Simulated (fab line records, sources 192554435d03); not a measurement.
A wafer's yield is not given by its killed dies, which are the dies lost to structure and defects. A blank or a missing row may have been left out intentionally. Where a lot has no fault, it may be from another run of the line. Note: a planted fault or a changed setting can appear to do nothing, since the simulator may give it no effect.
fab line records + flow n5-finfet
record
- lots=11
- wafers=33
- last-day=19
route steps=1938 shown HKMG_FIN@399
lots that met no fault: taken from a fault-free run of the same line
start-h: the number of hours between the record's first day and the start of the first shown wafer of the lot + wait-h: hours since the lot's step before + " repeats the value in the row above + L1.1+2: one row covering several wafers at once + - no value present, or no start provided + * or withheld: withheld + < > ~ a bound
route shown NAME@n: a module of which the file shows steps, and the number in the route of the first + usual: the fault-free wafers' mean and standard deviation + same: alike in all rows + chamber/n: place in a boat + sites: the reading at each site + _std_site: the standard deviation of these + _edge_site: outer sites' mean less inner sites' + radius-mm: for every site, how far away it sits from the centre of the wafer + mask NAME#n: copy n + behind: tool/chamber where the wafer was last shaped + hold: cause of the lot's hold/its duration in hours/its outcome + device: transistor that didn't switch, given as n, p or np + end of line: at the end of the route, the tests of the same wafers + a step without rows: its recipe alone + killed: at the first sort, the dies lost to defects and structure; wafer yield is something else + map: shows each die of a wafer: x if killed, . if not, _ if none is there
set.NAME: setting as actually run; set.NAME@STEP: the setting as run at that earlier step + model.NAME: the simulator's own value behind a step, which no gauge read
steps of the route over a sample of lots; a table a step, a row a wafer
services: the hour from which a tool's chamber was out of use, counted from the record's first day as start-h (under 0 if before that day), plus the number of hours and why
## steps
# step N5_HKMG_FIN_OVL_MEAS_50
# recipe
- points-per-wafer=44
# usual
- NDIPOLE_OVL=-0.3/0.88
| lot.wafer | tool       | chamber | start-h | wait-h | NDIPOLE_OVL[nm] |
|-----------|------------|---------|---------|--------|-----------------|
| L355.1    | overlay-02 | 0       | 103.04  | 0.0    | 0.1             |
| L355.2    | "          | 0       | "       | "      | 0.1             |
| L355.3    | "          | 0       | "       | "      | -0.9            |
| L361.1    | overlay-01 | 0       | 133.76  | 0.0    | -0.7            |
| L361.4    | "          | 0       | "       | "      | -0.9            |
| L361.6    | "          | 0       | "       | "      | -0.5            |
| L362.2    | overlay-01 | 0       | 138.62  | 0.0    | 0.7             |
| L362.3    | "          | 0       | "       | "      | 1.4             |
| L362.6    | "          | 0       | "       | "      | 1.0             |
| L363.2    | overlay-01 | 0       | 144.31  | 0.0    | 0.0             |
| L363.3    | "          | 0       | "       | "      | -0.3            |
| L363.4    | "          | 0       | "       | "      | -0.2            |
| L367.2    | overlay-01 | 0       | 168.18  | 0.0    | -1.1            |
| L367.3    | "          | 0       | "       | "      | 0.6             |
| L367.4    | "          | 0       | "       | "      | -0.5            |
| L368.3    | overlay-01 | 0       | 176.77  | 0.0    | -1.0            |
| L368.4    | "          | 0       | "       | "      | -2.0            |
| L368.6    | "          | 0       | "       | "      | -2.1            |
| L369.4    | overlay-01 | 0       | 184.58  | 0.0    | -1.1            |
| L369.5    | "          | 0       | "       | "      | 0.2             |
| L369.6    | "          | 0       | "       | "      | 0.9             |
| L370.1    | overlay-02 | 0       | 187.70  | 0.0    | -0.6            |
| L370.2    | "          | 0       | "       | "      | -1.0            |
| L370.4    | "          | 0       | "       | "      | -0.8            |
| L372.1    | overlay-01 | 0       | 200.16  | 0.0    | -0.6            |
| L372.4    | "          | 0       | "       | "      | 0.3             |
| L372.5    | "          | 0       | "       | "      | -1.1            |
| L373.3    | overlay-01 | 0       | 209.22  | 0.0    | 0.6             |
| L373.5    | "          | 0       | "       | "      | 0.0             |
| L373.6    | "          | 0       | "       | "      | 0.6             |
| L374.1    | overlay-02 | 0       | 213.16  | 0.0    | -1.1            |
| L374.5    | "          | 0       | "       | "      | -1.0            |
| L374.6    | "          | 0       | "       | "      | -1.7            |
# step N5_HKMG_FIN_DESCUM_53
# recipe
- chemistry=O2
- time-s=7.9
- source-power-w=50
- bias-power-w=20
- pressure-mtorr=20
- rf-frequency-hz=2.712e+07
- temp-c=40
- resist=CAR-ArF
- o2-flow-sccm=225
# usual
- drypump-motor-current-A=5.71/0.25
- oes-product-au=0.81/0.092
- rf-vpp-V=243.7/1.3
- showerhead-plenum-p-Torr=2.12/0.07
- temp-c=39.98/0.12
- throttle-valve-pct=20.30/0.25
| lot.wafer | tool        | chamber | start-h | wait-h | drypump-motor-current-A | oes-product-au | rf-hours-counter-h | rf-vpp-V | showerhead-plenum-p-Torr | temp-c | throttle-valve-pct |
|-----------|-------------|---------|---------|--------|-------------------------|----------------|--------------------|----------|--------------------------|--------|--------------------|
| L355.1    | rie-diel-05 | 3       | 103.22  | 0.2    | 5.87                    | 0.70           | 224                | 243.1    | 2.06                     | 40.10  | 20.59              |
| L355.2    | "           | 0       | "       | "      | 5.57                    | 0.81           | 85                 | 243.7    | 2.13                     | 39.75  | 20.20              |
| L355.3    | "           | 1       | "       | "      | 5.79                    | 0.69           | 245                | 244.3    | 2.13                     | 39.83  | 20.17              |
| L361.1    | rie-diel-06 | 1       | 133.82  | 0.0    | 5.62                    | 0.84           | 62                 | 243.5    | 2.04                     | 40.03  | 20.20              |
| L361.4    | "           | 0       | "       | "      | 5.57                    | 0.88           | 37                 | 245.1    | 2.21                     | 39.92  | 20.38              |
| L361.6    | "           | 0       | "       | "      | 5.56                    | 0.87           | -                  | 246.0    | 2.21                     | 39.98  | 20.38              |
| L362.2    | rie-diel-06 | 3       | 138.80  | 0.2    | 5.28                    | 0.69           | 238                | 243.9    | 2.13                     | 40.04  | 20.16              |
| L362.3    | "           | 0       | "       | "      | 5.58                    | 0.88           | 39                 | 245.1    | 2.21                     | 39.98  | 20.40              |
| L362.6    | "           | 2       | "       | "      | 5.74                    | 0.90           | -                  | 245.8    | 2.22                     | 39.89  | 19.97              |
| L363.2    | rie-diel-04 | 0       | 144.37  | 0.0    | 5.46                    | 0.68           | 218                | 242.6    | 2.07                     | 40.03  | 20.38              |
| L363.3    | "           | 2       | "       | "      | 5.47                    | 0.69           | 207                | 239.7    | 1.98                     | 40.02  | 20.90              |
| L363.4    | "           | 0       | "       | "      | 5.42                    | 0.68           | -                  | 243.1    | 2.07                     | 40.01  | 20.38              |
| L367.2    | rie-diel-06 | 3       | 168.23  | 0.0    | 5.26                    | 0.70           | 248                | 244.0    | 2.13                     | 39.85  | 20.15              |
| L367.3    | "           | 0       | "       | "      | 5.62                    | 0.88           | 49                 | 244.9    | 2.21                     | 40.27  | 20.39              |
| L367.4    | "           | 2       | "       | "      | 5.75                    | 0.90           | 36                 | 244.6    | 2.22                     | 39.78  | 19.98              |
| L368.3    | rie-diel-05 | 1       | 176.82  | 0.0    | 5.82                    | 0.93           | 13                 | 243.6    | 2.13                     | 40.02  | 19.79              |
| L368.4    | "           | 2       | "       | "      | 6.13                    | 0.84           | 70                 | 245.2    | 2.10                     | 40.13  | 20.45              |
| L368.6    | "           | 0       | "       | "      | 5.56                    | 0.78           | -                  | 244.2    | 2.12                     | 39.95  | 20.25              |
| L369.4    | rie-diel-06 | 1       | 184.66  | 0.0    | 5.58                    | 0.83           | -                  | 240.8    | 2.04                     | 40.01  | 20.22              |
| L369.5    | "           | 2       | "       | "      | 5.77                    | 0.87           | -                  | 246.1    | 2.21                     | 39.84  | 19.98              |
| L369.6    | "           | 0       | "       | "      | 5.59                    | 0.86           | -                  | 244.4    | 2.21                     | 40.00  | 20.40              |
| L370.1    | rie-diel-06 | 0       | 187.76  | 0.0    | 5.56                    | 0.84           | 56                 | 244.8    | 2.21                     | 39.92  | 20.40              |
| L370.2    | "           | 2       | "       | "      | 5.74                    | 0.87           | 42                 | 245.7    | 2.21                     | 39.97  | 19.98              |
| L370.4    | "           | 2       | "       | "      | 5.77                    | 0.87           | -                  | 245.5    | 2.21                     | 40.00  | 20.00              |
| L372.1    | rie-diel-05 | 2       | 200.21  | 0.0    | 6.14                    | 0.83           | 80                 | 243.5    | 2.10                     | 40.10  | 20.50              |
| L372.4    | "           | 2       | "       | "      | 6.13                    | 0.84           | -                  | 243.6    | 2.10                     | 40.06  | 20.47              |
| L372.5    | "           | 0       | "       | "      | 5.55                    | 0.78           | -                  | 243.1    | 2.12                     | 40.08  | 20.27              |
| L373.3    | rie-diel-04 | 3       | 209.28  | 0.0    | 6.04                    | 0.87           | 54                 | 244.8    | 2.22                     | 40.17  | 20.44              |
| L373.5    | "           | 2       | "       | "      | 5.45                    | 0.68           | -                  | 240.8    | 1.98                     | 39.98  | 20.91              |
| L373.6    | "           | 1       | "       | "      | 6.03                    | 0.94           | -                  | 244.1    | 2.13                     | 40.21  | 20.23              |
| L374.1    | rie-diel-05 | 1       | 213.50  | 0.3    | 5.81                    | 0.89           | 28                 | 244.3    | 2.12                     | 39.90  | 19.81              |
| L374.5    | "           | 2       | "       | "      | 6.17                    | 0.82           | -                  | 242.9    | 2.09                     | 39.81  | 20.48              |
| L374.6    | "           | 1       | "       | "      | 5.82                    | 0.89           | -                  | 242.8    | 2.12                     | 39.58  | 19.80              |
# step N5_HKMG_FIN_STRIP_57
# recipe
- chemistry=CF4
- resist=SiARC
- power-w=300
- bias-power-w=75
- pressure-mtorr=50
- cf4-flow-sccm=150
- rf-frequency-hz=6e+07
# usual
- drypump-motor-current-A=5.71/0.24
- oes-product-au=0.80/0.084
- rf-vpp-V=271.8/1.4
- showerhead-plenum-p-Torr=1.82/0.057
- throttle-valve-pct=13.47/0.25
| lot.wafer | tool        | chamber | start-h | wait-h | drypump-motor-current-A | oes-product-au | rf-hours-counter-h | rf-vpp-V | showerhead-plenum-p-Torr | throttle-valve-pct |
|-----------|-------------|---------|---------|--------|-------------------------|----------------|--------------------|----------|--------------------------|--------------------|
| L355.1    | rie-diel-05 | 3       | 103.50  | 0.0    | 5.87                    | 0.70           | 224                | 270.8    | 1.79                     | 13.87              |
| L355.2    | "           | 0       | "       | "      | 5.58                    | 0.80           | 85                 | 271.4    | 1.81                     | 13.27              |
| L355.3    | "           | 1       | "       | "      | 5.81                    | 0.68           | 246                | 272.2    | 1.84                     | 13.57              |
| L361.1    | rie-diel-06 | 1       | 134.10  | 0.0    | 5.62                    | 0.85           | 62                 | 271.1    | 1.76                     | 13.33              |
| L361.4    | "           | 0       | "       | "      | 5.57                    | 0.86           | 37                 | 273.0    | 1.91                     | 13.53              |
| L361.6    | "           | 0       | "       | "      | 5.59                    | 0.87           | -                  | 272.7    | 1.91                     | 13.54              |
| L362.2    | rie-diel-06 | 3       | 139.09  | 0.0    | 5.24                    | 0.69           | 239                | 271.1    | 1.84                     | 13.54              |
| L362.3    | "           | 0       | "       | "      | 5.58                    | 0.86           | 39                 | 272.9    | 1.91                     | 13.54              |
| L362.6    | "           | 2       | "       | "      | 5.76                    | 0.89           | -                  | 274.3    | 1.90                     | 13.13              |
| L363.2    | rie-diel-04 | 0       | 144.65  | 0.0    | 5.45                    | 0.69           | 218                | 271.8    | 1.79                     | 13.63              |
| L363.3    | "           | 2       | "       | "      | 5.46                    | 0.69           | 208                | 267.2    | 1.70                     | 13.96              |
| L363.4    | "           | 0       | "       | "      | 5.45                    | 0.69           | -                  | 270.4    | 1.79                     | 13.61              |
| L367.2    | rie-diel-06 | 3       | 168.52  | 0.0    | 5.26                    | 0.68           | 248                | 273.1    | 1.84                     | 13.56              |
| L367.3    | "           | 0       | "       | "      | 5.59                    | 0.84           | 49                 | 274.6    | 1.90                     | 13.56              |
| L367.4    | "           | 2       | "       | "      | 5.73                    | 0.86           | 36                 | 274.5    | 1.90                     | 13.15              |
| L368.3    | rie-diel-05 | 1       | 177.11  | 0.0    | 5.79                    | 0.91           | 13                 | 272.4    | 1.83                     | 13.06              |
| L368.4    | "           | 2       | "       | "      | 6.11                    | 0.83           | 70                 | 272.4    | 1.80                     | 13.60              |
| L368.6    | "           | 0       | "       | "      | 5.59                    | 0.78           | -                  | 270.8    | 1.80                     | 13.31              |
| L369.4    | rie-diel-06 | 1       | 184.93  | 0.0    | 5.59                    | 0.82           | -                  | 269.6    | 1.76                     | 13.38              |
| L369.5    | "           | 2       | "       | "      | 5.75                    | 0.86           | -                  | 272.0    | 1.90                     | 13.15              |
| L369.6    | "           | 0       | "       | "      | 5.58                    | 0.83           | -                  | 273.3    | 1.90                     | 13.57              |
| L370.1    | rie-diel-06 | 0       | 188.04  | 0.0    | 5.59                    | 0.83           | 56                 | 273.2    | 1.90                     | 13.57              |
| L370.2    | "           | 2       | "       | "      | 5.74                    | 0.87           | 43                 | 272.7    | 1.90                     | 13.16              |
| L370.4    | "           | 2       | "       | "      | 5.75                    | 0.85           | -                  | 273.4    | 1.90                     | 13.16              |
| L372.1    | rie-diel-05 | 2       | 200.50  | 0.0    | 6.16                    | 0.81           | 80                 | 270.8    | 1.79                     | 13.61              |
| L372.4    | "           | 2       | "       | "      | 6.16                    | 0.82           | -                  | 272.4    | 1.79                     | 13.63              |
| L372.5    | "           | 0       | "       | "      | 5.56                    | 0.77           | -                  | 272.9    | 1.80                     | 13.34              |
| L373.3    | rie-diel-04 | 3       | 209.56  | 0.0    | 6.02                    | 0.85           | 54                 | 273.0    | 1.89                     | 13.47              |
| L373.5    | "           | 2       | "       | "      | 5.44                    | 0.67           | -                  | 268.7    | 1.69                     | 14.04              |
| L373.6    | "           | 1       | "       | "      | 6.05                    | 0.91           | -                  | 272.8    | 1.82                     | 13.33              |
| L374.1    | rie-diel-05 | 1       | 213.78  | 0.0    | 5.81                    | 0.88           | 28                 | 271.8    | 1.83                     | 13.08              |
| L374.5    | "           | 2       | "       | "      | 6.18                    | 0.82           | -                  | 270.1    | 1.79                     | 13.64              |
| L374.6    | "           | 1       | "       | "      | 5.78                    | 0.88           | -                  | 271.6    | 1.83                     | 13.08              |
# step N5_HKMG_FIN_CVD_62
# recipe
- material=a-Si
- target-thk-a=30
- temp-c=500
- precursor=Si2H6
- pressure-torr=1
- time-s=20.8
# usual
- chamber-pressure-Torr=1.0003/0.0021
- heater-power-outer-w=902/110
- heater-power-w=1380/140
| lot.wafer | tool              | chamber | start-h | wait-h | chamber-pressure-Torr | heater-power-outer-w | heater-power-w |
|-----------|-------------------|---------|---------|--------|-----------------------|----------------------|----------------|
| L355.1    | thermal-cvd-si-02 | 1       | 104.95  | 0.2    | 1.0015                | 1099                 | 1503           |
| L355.2    | "                 | 2       | "       | "      | 0.9992                | 838                  | 1233           |
| L355.3    | "                 | 0       | "       | "      | 0.9995                | 951                  | 1491           |
| L361.1    | thermal-cvd-si-02 | 1       | 135.55  | 0.2    | -                     | -                    | -              |
| L361.4    | "                 | 1       | "       | "      | -                     | -                    | -              |
| L361.6    | "                 | 0       | "       | "      | -                     | -                    | -              |
| L362.2    | thermal-cvd-si-01 | 0       | 140.53  | 0.2    | -                     | -                    | -              |
| L362.3    | "                 | 1       | "       | "      | -                     | -                    | -              |
| L362.6    | "                 | 0       | "       | "      | -                     | -                    | -              |
| L363.2    | thermal-cvd-si-02 | 1       | 146.10  | 0.2    | -                     | -                    | -              |
| L363.3    | "                 | 2       | "       | "      | -                     | -                    | -              |
| L363.4    | "                 | 2       | "       | "      | -                     | -                    | -              |
| L367.2    | thermal-cvd-si-02 | 2       | 170.00  | 0.2    | 0.9988                | 814                  | 1268           |
| L367.3    | "                 | 0       | "       | "      | 1.0018                | 954                  | 1523           |
| L367.4    | "                 | 2       | "       | "      | 1.0014                | 812                  | 1266           |
| L368.3    | thermal-cvd-si-01 | 1       | 178.55  | 0.2    | 0.9992                | 762                  | 1229           |
| L368.4    | "                 | 2       | "       | "      | 0.9994                | 968                  | 1491           |
| L368.6    | "                 | 0       | "       | "      | 1.0012                | 822                  | 1260           |
| L369.4    | thermal-cvd-si-02 | 1       | 186.41  | 0.2    | 1.0019                | 1080                 | 1518           |
| L369.5    | "                 | 0       | "       | "      | 1.0048                | 938                  | 1536           |
| L369.6    | "                 | 2       | "       | "      | 1.0027                | 841                  | 1263           |
| L370.1    | thermal-cvd-si-01 | 1       | 189.51  | 0.2    | 1.0032                | 787                  | 1223           |
| L370.2    | "                 | 0       | "       | "      | 1.0007                | 824                  | 1226           |
| L370.4    | "                 | 0       | "       | "      | 0.9991                | 824                  | 1215           |
| L372.1    | thermal-cvd-si-01 | 1       | 201.94  | 0.2    | 0.9988                | 796                  | 1225           |
| L372.4    | "                 | 2       | "       | "      | 0.9973                | 986                  | 1492           |
| L372.5    | "                 | 1       | "       | "      | 1.0004                | 774                  | 1205           |
| L373.3    | thermal-cvd-si-02 | 2       | 211.00  | 0.2    | 1.0017                | 818                  | 1271           |
| L373.5    | "                 | 1       | "       | "      | 1.0001                | 1072                 | 1537           |
| L373.6    | "                 | 0       | "       | "      | 0.9990                | 970                  | 1518           |
| L374.1    | thermal-cvd-si-01 | 0       | 215.23  | 0.2    | 1.0006                | 815                  | 1210           |
| L374.5    | "                 | 1       | "       | "      | 1.0040                | 773                  | 1233           |
| L374.6    | "                 | 0       | "       | "      | 0.9993                | 829                  | 1233           |
## services
| tool              | chamber | start-h | hours | kind                          |
|-------------------|---------|---------|-------|-------------------------------|
| thermal-cvd-si-02 | 2       | 84.15   | 5.0   | repair                        |
| rie-diel-05       | 3       | 87.35   | 1.4   | repair                        |
| rie-diel-05       | 1       | 117.01  | -     | clean                         |
| rie-diel-05       | 1       | 117.01  | -     | consumable-replace:focus-ring |
| rie-diel-05       | 1       | 117.01  | 21.5  | scheduled-down                |
| rie-diel-05       | 1       | 117.01  | 21.5  | vent-cycle                    |
| rie-diel-04       | 0       | 120.85  | 5.2   | repair                        |
| thermal-cvd-si-01 | -       | 123.26  | 2.8   | pm                            |
| rie-diel-04       | 1       | 135.28  | -     | clean                         |
| rie-diel-04       | 1       | 135.28  | -     | consumable-replace:focus-ring |
| rie-diel-04       | 1       | 135.28  | 16.8  | scheduled-down                |
| rie-diel-04       | 1       | 135.28  | 16.8  | vent-cycle                    |
| rie-diel-06       | 3       | 172.28  | -     | clean                         |
| rie-diel-06       | 3       | 172.28  | -     | consumable-replace:focus-ring |
| rie-diel-06       | 3       | 172.28  | 22.5  | scheduled-down                |
| rie-diel-06       | 3       | 172.28  | 22.5  | vent-cycle                    |
| rie-diel-05       | 3       | 184.85  | -     | clean                         |
| rie-diel-05       | 3       | 184.85  | -     | consumable-replace:focus-ring |
| rie-diel-05       | 3       | 184.85  | 29.9  | scheduled-down                |
| rie-diel-05       | 3       | 184.85  | 29.9  | vent-cycle                    |
## key
first-sign
- step=N5_HKMG_FIN_CVD_62
- reading=tool-record
- direction=missing
effect none on later readings
met-at N5_HKMG_FIN_CVD_62
struck-lots L361,L362,L363
tester-left-out L361,L362,L363
not-acting-at N5_HKMG_FIN_OVL_MEAS_50,N5_HKMG_FIN_DESCUM_53,N5_HKMG_FIN_STRIP_57
onset-between 104.95 135.55
fault
- kind=skipped-step-whole
- tool=thermal-cvd-si-01,thermal-cvd-si-02
- chamber=-
- onset-h=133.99
- steps=N5_HKMG_FIN_CVD_62
- scope=struck-lots-only
# tester-left-out: of these lots the tester's yield and bins aren't shown, on N5 and GAA mostly nor the transistor test; their killed dies are dies lost to structure and defects alone, not to doping, threshold or leakage, so they don't give the yield
